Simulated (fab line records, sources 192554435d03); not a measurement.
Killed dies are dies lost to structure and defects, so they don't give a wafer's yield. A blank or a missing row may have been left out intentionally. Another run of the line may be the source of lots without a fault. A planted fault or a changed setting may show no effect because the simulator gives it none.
A struck lot beside a sound one -- flow n5_finfet -- 38 steps out of a route of 1938
Sound: these wafers, L468.1, L468.3, L468.4. Struck: wafer L481.6; the same lot's L481.4 was not struck, so it is left out; see the end for the cause.
At each step with rows: each side's tool, then ch and its chambers, then its first start. Under that, the readings that differ: sound wafers -- struck wafers -- difference of the means -- sigmas: that difference in standard deviations of wafers without a fault.
alike: same words and numbers on both sides, and readings whose means sit less than 2 such deviations apart. not compared: any withheld reading, any reading some wafer has no value for, any bound like >300 that may hide the same value, and any number with overlapping values for which the record gives no deviation.
Wherever a step has rows on one side only, a row that says differs or no value, or a row with sigmas, the two part there. Non-overlapping numbers with no deviation appear without sigmas and do not part them. Lack of a reading on every wafer of one side parts them only where that side has two or more wafers.

first, 9 steps without rows for these wafers: N5_BEOL_M1_ANNEAL_95 (time 240 s); N5_BEOL_M1_SPUTTER_96 (material Cu, target thk 4.5 nm, time 8.29 s); N5_BEOL_M1_ECD_50 (material Cu, target thk 300 nm); N5_BEOL_M1_ANNEAL_51 (time 90 s); N5_BEOL_M1_CMP_52 (polishes, stops on SiOC, t overpolish 6.8 s, target thk 40 nm); N5_BEOL_M1_PRE_CLEAN_60 (time 15 s); N5_BEOL_M1_CO_CAP_55 (material Co, precursor CCTBA/H2, target thk 2 nm, time 102.1 s); N5_BEOL_M1_PRE_CLEAN_56 (time 15 s); N5_BEOL_M1_DEP_57 (deposits SiCN from 3MS/NH3, target thk 8 nm, time 14 s).
N5_BEOL_M2_ILD_DEP_00: deposits SiOC from DEMS/O2, target thk 79 nm, time 15.3 s.
  sound on pecvd-04 ch 1,2, day 8 17:46; struck on pecvd-03 ch 1, day 12 06:06
reading,sound,struck,difference,sigmas
model.SiOC_of_BEOL_M2_ILD_DEP_00.thk_nm (nm),79 79.6 79.6,105,+26,
  alike: heater_power_w, showerhead_plenum_p_Torr, throttle_valve_pct
N5_BEOL_M2_THK_MEAS_01:
  struck on film_metro-01, day 12 06:10; sound on film_metro-01, day 8 17:51
reading,sound,struck,difference,sigmas
M2_ILD_THK (nm),78.9 79.5 79.5,104.9,+25.6,+26
then, 24 steps without rows for these wafers: N5_BEOL_M2_PECVD_72 (deposits SiO2 from TEOS/O2, target thk 16 nm, time 18 s); N5_BEOL_M2_HM_DEP_02 (deposits TiN, target thk 20 nm); N5_BEOL_M2_COAT_61 (time 60 s, resist thk 60 nm); N5_BEOL_M2_COAT_62 (time 60 s, resist thk 12 nm); N5_BEOL_M2_COAT_73 (time 60 s, resist thk 5 nm); N5_BEOL_M2_COAT_05 (resist thk 30 nm); N5_BEOL_M2_EBR_07; N5_BEOL_M2_SOFTBAKE_06 (time 60 s); N5_BEOL_M2_EXPOSE_08 (exposes mask M2); N5_BEOL_M2_PEB_09 (peb time 60 s); N5_BEOL_M2_DEVELOP_10 (develop time 30 s); N5_BEOL_M2_DESCUM_16 (chemistry O2, time 7 s); N5_BEOL_M2_ETCH_74 (etches underlayer in N2/H2, target depth 6.5 nm, time 5.2 s); N5_BEOL_M2_ETCH_63 (etches SiARC in CF4, target depth 15.6 nm, time 26 s); N5_BEOL_M2_ETCH_64 (etches SOC in N2/H2, target depth 75 nm, overetch 22.5 nm, time 121.9 s); N5_BEOL_M2_STRIP_65 (strips in N2/H2); N5_BEOL_M2_STRIP_75 (strips in N2/H2); N5_BEOL_M2_STRIP_66 (strips in CF4); N5_BEOL_M2_HM_OPEN_17 (chemistry Cl2/BCl3, target TiN, target depth 20 nm, overetch 6 nm); N5_BEOL_M2_STRIP_19 (strips in O2); N5_BEOL_M2_COAT_67 (time 60 s, resist thk 60 nm); N5_BEOL_M2_COAT_68 (time 60 s, resist thk 12 nm); N5_BEOL_M2_COAT_76 (time 60 s, resist thk 5 nm); N5_BEOL_M2_COAT_22 (resist thk 30 nm).
N5_BEOL_M2_CMP_52: polishes, stops on SiOC, t overpolish 6.8 s, target thk 40 nm.
  sound on cmp-02 ch 1,2,3, day 9 00:22; struck on cmp-03 ch 3, day 12 21:04
reading,sound,struck,difference,sigmas
model.SiOC_of_BEOL_M2_ILD_DEP_00.thk_nm (nm),76 76.6 76.6,102,+26,
  alike: edge_zone_pressure_frac, head_pressure_psi, motor_current_A
N5_BEOL_M4_RC_MEAS_101:
  sound on prober-02 ch 0, day 9 21:11; struck on prober-02 ch 0, day 14 02:40
reading,sound,struck,difference,sigmas
VT_P (mV),-248 -247 -243,-254,-8,-2
  alike: DIBL_N, DIBL_P, IOFF_N, IOFF_P, ION_N, ION_P, SS_N, SS_P, VT_N
-- here the record skips 4 days between the struck wafers' starts before and after, leaving off in module BEOL_M4 and picking up in module PASSIVATION (first step shown: number 1936 of the route) --
N5_PASSIVATION_PROBE_49:
  record: rows for the struck wafers here (prober-02, day 18 11:58), none for the sound ones

WHERE THEY PART
First at N5_BEOL_M2_THK_MEAS_01; last, within this record, at N5_PASSIVATION_PROBE_49.

WHY: what had been put in by the simulator
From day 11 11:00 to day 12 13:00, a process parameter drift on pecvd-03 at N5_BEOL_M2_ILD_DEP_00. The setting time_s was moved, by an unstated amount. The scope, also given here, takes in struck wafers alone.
